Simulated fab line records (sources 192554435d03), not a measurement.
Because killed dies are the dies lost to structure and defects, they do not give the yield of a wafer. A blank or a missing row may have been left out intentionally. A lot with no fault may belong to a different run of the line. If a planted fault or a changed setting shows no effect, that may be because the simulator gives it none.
fab line records -- flow n5Finfet
record: lots: 13, wafers: 32, lastDay: 17
route steps=1938 shown BEOL_M8@1346
lots that met no fault: from a run of the same line without faults
startH: hours from the record's opening day to when the first of the lot's shown wafers began -- waitH: hours since the lot's step before -- " repeats the value in the row above -- L1.1+2: one row covering several wafers at once -- - no value, or no start was given -- * or withheld: withheld -- < > ~ a bound
route shown NAME@n: names a module that has steps shown in the file, with the first one's number in the route -- usual: average and standard deviation across the fault-free wafers -- same: alike in all rows -- chamber/n: place in a boat -- sites: the reading at each site -- _std_site: standard deviation of those values -- _edge_site: outer sites' mean less inner sites' -- radiusMm: for every site, how far away it sits from the centre of the wafer -- mask NAME#n: copy n -- behind: the tool/chamber that last shaped the wafer -- hold: why the lot went on hold/how many hours it stayed there/how the hold came to an end -- device: which transistor (n, p or np) failed to switch -- end of line: the route-end tests of the same wafers -- a step with no rows: only its recipe -- killed: not the wafer's yield, but the dies lost to structure and defects at the first sort -- map: a wafer's dies, marking killed ones x, the rest . and places with no die _
set.NAME: the setting the step ran with; set.NAME@STEP: the setting that earlier step ran with -- model.NAME: the simulator's own value behind a step, which no gauge read
route steps across a sampled set of lots; one table per step, one row per wafer
services: from which hour (startH, from the record's first day; less than 0 if before it) a tool's chamber was out of use, for how many hours, and why
== steps ==
step: N5_BEOL_M8_OVL_MEAS_12
recipe: pointsPerWafer: 44
usual: M8_OVL: 0.3/0.82
lot.wafer,tool,chamber,startH,waitH,M8_OVL[nm]
L418.4,overlay-01,0,202.65,0.0,0.3
L418.5,overlay-01,0,202.65,0.0,0.6
L418.6,overlay-01,0,202.65,0.0,0.7
L421.2,overlay-01,0,215.07,0.0,0.3
L421.3,overlay-01,0,215.07,0.0,-0.9
L420.3,overlay-01,0,224.09,0.0,0.0
L420.6,overlay-01,0,224.09,0.0,-0.4
L422.1,overlay-02,0,224.35,0.0,0.1
L422.2,overlay-02,0,224.35,0.0,1.5
L423.3,overlay-01,0,227.68,0.0,-0.3
L423.5,overlay-01,0,227.68,0.0,-1.5
L424.1,overlay-01,0,231.55,0.0,0.8
L424.6,overlay-01,0,231.55,0.0,1.4
L425.1,overlay-02,0,250.53,0.0,0.3
L425.3,overlay-02,0,250.53,0.0,0.7
L425.4,overlay-02,0,250.53,0.0,1.3
L434.2,overlay-01,0,295.58,0.0,0.2
L434.6,overlay-01,0,295.58,0.0,0.6
L436.2,overlay-02,0,306.39,0.0,1.0
L436.3,overlay-02,0,306.39,0.0,1.0
L436.4,overlay-02,0,306.39,0.0,0.3
L435.1,overlay-01,0,310.99,0.0,-0.3
L435.2,overlay-01,0,310.99,0.0,0.4
L438.2,overlay-02,0,313.95,0.0,0.0
L438.5,overlay-02,0,313.95,0.0,0.0
L438.6,overlay-02,0,313.95,0.0,-0.3
L439.4,overlay-02,0,330.44,0.0,0.3
L439.5,overlay-02,0,330.44,0.0,0.6
L439.6,overlay-02,0,330.44,0.0,0.0
L440.2,overlay-01,0,341.29,0.0,-1.2
L440.4,overlay-01,0,341.29,0.0,-0.8
L440.6,overlay-01,0,341.29,0.0,-0.6
step: N5_BEOL_M8_DESCUM_16
recipe: chemistry: O2, timeS: 7.9, sourcePowerW: 50, biasPowerW: 20, pressureMtorr: 20, rfFrequencyHz: 2.712e+07, tempC: 40, resist: CAR-ArF, o2FlowSccm: 225
usual: drypumpMotorCurrentA: 5.7/0.48, oesProductAu: 0.81/0.072, rfVppV: 242.8/1.1, showerheadPlenumPTorr: 2.06/0.046, throttleValvePct: 20.46/0.2
lot.wafer,tool,chamber,startH,waitH,drypumpMotorCurrentA,oesProductAu,rfHoursCounterH,rfVppV,showerheadPlenumPTorr,throttleValvePct
L418.4,rieDiel-05,1,202.70,0.0,5.8,0.85,60,241.5,2.06,20.57
L418.5,rieDiel-05,0,202.70,0.0,5.1,0.85,-,241.3,2.03,20.32
L418.6,rieDiel-05,3,202.70,0.0,5.0,0.93,-,241.4,2.04,20.24
L421.2,rieDiel-04,0,215.23,0.1,5.9,0.78,138,243.8,2.00,20.28
L421.3,rieDiel-04,3,215.23,0.1,6.0,0.91,36,242.1,2.05,20.23
L420.3,rieDiel-05,1,224.15,0.0,5.8,0.84,68,241.2,2.06,20.57
L420.6,rieDiel-05,0,224.15,0.0,5.1,0.85,-,241.9,2.03,20.34
L422.1,rieDiel-01,1,224.59,0.2,5.7,0.68,238,241.2,2.08,21.22
L422.2,rieDiel-01,3,224.59,0.2,6.0,0.79,113,241.8,2.08,20.43
L423.3,rieDiel-01,3,227.76,0.0,6.0,0.79,114,242.8,2.08,20.45
L423.5,rieDiel-01,0,227.76,0.0,6.3,0.75,-,242.4,2.11,20.55
L424.1,rieDiel-04,0,231.79,0.2,5.9,0.77,143,241.0,2.00,20.28
L424.6,rieDiel-04,1,231.79,0.2,5.4,0.85,-,243.2,2.13,20.50
L425.1,rieDiel-04,0,250.68,0.1,5.9,0.75,151,242.1,2.00,20.30
L425.3,rieDiel-04,3,250.68,0.1,6.0,0.89,48,242.5,2.04,20.24
L425.4,rieDiel-04,1,250.68,0.1,5.4,0.83,-,244.6,2.13,20.51
L434.2,rieDiel-05,0,295.71,0.1,5.1,0.81,105,242.4,2.02,20.38
L434.6,rieDiel-05,0,295.71,0.1,5.1,0.82,-,241.5,2.02,20.37
L436.2,rieDiel-05,3,306.45,0.0,5.0,0.87,71,241.7,2.03,20.30
L436.3,rieDiel-05,1,306.45,0.0,5.8,0.81,96,242.6,2.05,20.62
L436.4,rieDiel-05,0,306.45,0.0,5.1,0.82,-,242.2,2.02,20.37
L435.1,rieDiel-01,1,311.21,0.2,5.8,0.96,8,242.4,2.07,20.79
L435.2,rieDiel-01,3,311.21,0.2,6.0,0.76,146,244.6,2.07,20.52
L438.2,rieDiel-04,3,314.06,0.1,6.1,0.85,72,242.0,2.03,20.29
L438.5,rieDiel-04,1,314.06,0.1,5.4,0.81,-,244.6,2.12,20.54
L438.6,rieDiel-04,0,314.06,0.1,5.9,0.75,-,242.5,1.99,20.36
L439.4,rieDiel-04,2,330.52,0.1,5.3,0.85,65,244.1,2.05,20.31
L439.5,rieDiel-04,0,330.52,0.1,5.9,0.75,-,240.7,1.99,20.35
L439.6,rieDiel-04,3,330.52,0.1,6.0,0.87,-,242.4,2.03,20.29
L440.2,rieDiel-01,1,341.80,0.5,5.7,0.92,18,243.6,2.07,20.81
L440.4,rieDiel-01,0,341.80,0.5,6.3,0.72,201,243.0,2.09,20.60
L440.6,rieDiel-01,2,341.80,0.5,5.3,0.71,-,244.8,2.15,20.47
step: N5_BEOL_M8_CURE_75
recipe: tempC: 370, timeS: 120, ambient: DMADMS/He, material: SiCOH_lowk
usual: lampPowerPct: 52.31/0.053, runLengthS: 178.3/1.5, wafer_temp_C_max: 372.1/0.73
lot.wafer,tool,chamber,startH,waitH,lampPowerPct,runLengthS,wafer_temp_C_max
L418.4,uvCure-03,1,205.96,0.2,52.30,178.4,372.7
L418.5,uvCure-03,1,205.96,0.2,52.36,178.2,372.3
L418.6,uvCure-03,1,205.96,0.2,52.31,177.8,374.1
L421.2,uvCure-01,2,217.99,0.1,52.39,178.6,370.9
L421.3,uvCure-01,2,217.99,0.1,52.29,177.8,371.3
L420.3,uvCure-01,0,227.36,0.1,52.27,176.6,371.6
L420.6,uvCure-01,0,227.36,0.1,52.28,177.3,371.0
L422.1,uvCure-01,0,227.99,0.0,52.23,177.4,371.4
L422.2,uvCure-01,0,227.99,0.0,52.28,177.0,371.1
L423.3,uvCure-03,2,230.93,0.1,52.25,177.7,371.5
L423.5,uvCure-03,2,230.93,0.1,52.41,178.0,371.7
L424.1,uvCure-03,1,234.91,0.0,52.29,178.1,372.3
L424.6,uvCure-03,1,234.91,0.0,52.34,178.3,372.3
L425.1,uvCure-03,1,252.36,0.0,52.45,181.6,372.1
L425.3,uvCure-03,1,252.36,0.0,52.26,208.4,373.6
L425.4,uvCure-03,1,252.36,0.0,52.40,182.1,373.3
L434.2,uvCure-02,2,297.42,0.1,52.29,177.2,371.1
L434.6,uvCure-02,2,297.42,0.1,52.32,177.3,371.4
L436.2,uvCure-02,0,308.11,0.1,52.19,178.5,372.8
L436.3,uvCure-02,0,308.11,0.1,52.25,178.5,372.8
L436.4,uvCure-02,0,308.11,0.1,52.29,178.6,373.2
L435.1,uvCure-01,0,313.91,0.0,52.27,176.9,371.5
L435.2,uvCure-01,0,313.91,0.0,52.32,176.7,371.1
L438.2,uvCure-01,0,315.88,0.1,52.26,176.9,371.3
L438.5,uvCure-01,0,315.88,0.1,52.36,177.1,371.3
L438.6,uvCure-01,0,315.88,0.1,52.31,176.7,371.1
L439.4,uvCure-03,1,334.06,0.2,52.27,178.4,373.5
L439.5,uvCure-03,1,334.06,0.2,52.27,178.0,372.3
L439.6,uvCure-03,1,334.06,0.2,52.28,178.3,372.2
L440.2,uvCure-03,2,344.07,0.1,52.30,178.3,371.8
L440.4,uvCure-03,2,344.07,0.1,52.34,177.8,371.3
L440.6,uvCure-03,2,344.07,0.1,52.26,177.7,371.7
step: N5_BEOL_M8_INSPECT_58
recipe: inspectInstrument: darkfield, mode: postDep
usual: rawDefectCount: 62/20
lot.wafer,tool,chamber,startH,waitH,rawDefectCount
L418.4,defectInspect-01,-,208.09,0.0,57
L418.5,defectInspect-01,-,208.09,0.0,57
L418.6,defectInspect-01,-,208.09,0.0,49
L421.2,defectInspect-02,-,222.00,0.0,57
L421.3,defectInspect-02,-,222.00,0.0,61
L420.3,defectInspect-02,-,229.25,0.0,72
L420.6,defectInspect-02,-,229.25,0.0,61
L422.1,defectInspect-01,-,232.20,0.0,49
L422.2,defectInspect-01,-,232.20,0.0,45
L423.3,defectInspect-01,-,233.74,0.0,35
L423.5,defectInspect-01,-,233.74,0.0,33
L424.1,defectInspect-01,-,237.68,0.0,89
L424.6,defectInspect-01,-,237.68,0.0,92
L425.1,defectInspect-02,-,256.94,0.0,64
L425.3,defectInspect-02,-,256.94,0.0,57
L425.4,defectInspect-02,-,256.94,0.0,62
L434.2,defectInspect-02,-,300.00,0.0,67
L434.6,defectInspect-02,-,300.00,0.0,44
L436.2,defectInspect-02,-,311.36,0.0,36
L436.3,defectInspect-02,-,311.36,0.0,64
L436.4,defectInspect-02,-,311.36,0.0,62
L435.1,defectInspect-02,-,316.99,0.0,37
L435.2,defectInspect-02,-,316.99,0.0,50
L438.2,defectInspect-02,-,318.98,0.0,53
L438.5,defectInspect-02,-,318.98,0.0,66
L438.6,defectInspect-02,-,318.98,0.0,72
L439.4,defectInspect-02,-,336.13,0.0,84
L439.5,defectInspect-02,-,336.13,0.0,78
L439.6,defectInspect-02,-,336.13,0.0,70
L440.2,defectInspect-01,-,346.49,0.0,48
L440.4,defectInspect-01,-,346.49,0.0,52
L440.6,defectInspect-01,-,346.49,0.0,41
== services ==
tool,chamber,startH,hours,kind
uvCure-03,-,178.99,7.5,pm
rieDiel-05,0,185.05,3.2,repair
rieDiel-04,-,190.71,1.6,repair
uvCure-02,-,202.88,2.1,pm
uvCure-02,-,210.66,1.3,repair
rieDiel-05,1,230.89,5.4,repair
uvCure-02,-,231.90,7.9,repair
rieDiel-04,2,242.38,12.5,repair
rieDiel-01,1,260.23,-,clean
rieDiel-01,1,260.23,-,consumableReplace:esc
rieDiel-01,1,260.23,-,consumableReplace:focusRing
rieDiel-01,1,260.23,28.3,scheduledDown
rieDiel-01,1,260.23,28.3,ventCycle
uvCure-01,-,282.84,0.8,repair
rieDiel-05,2,298.44,8.7,repair
uvCure-01,-,319.23,1.0,pm
rieDiel-01,2,319.59,4.7,repair
rieDiel-05,3,327.61,10.9,repair
uvCure-01,-,328.05,7.5,pm
rieDiel-01,-,342.20,0.2,repair
== key ==
firstSign: step: N5_BEOL_M8_CURE_75, reading: runLengthS, direction: up, sigmas: 20, usual: *, struck: *
effect none on later readings
metAt N5_BEOL_M8_CURE_75
struckLots L425
struckWafers L425.3
notActingAt N5_BEOL_M8_OVL_MEAS_12,N5_BEOL_M8_DESCUM_16,N5_BEOL_M8_INSPECT_58
onsetBetween 234.91 252.36
fault: kind: processParameterDrift, tool: uvCure-03, chamber: -, onsetH: 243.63, steps: N5_BEOL_M8_CURE_75, channel: timeS, offset: *, shape: step, endH: 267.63, scope: struckWafersOnly, actsIn: *, stated: *
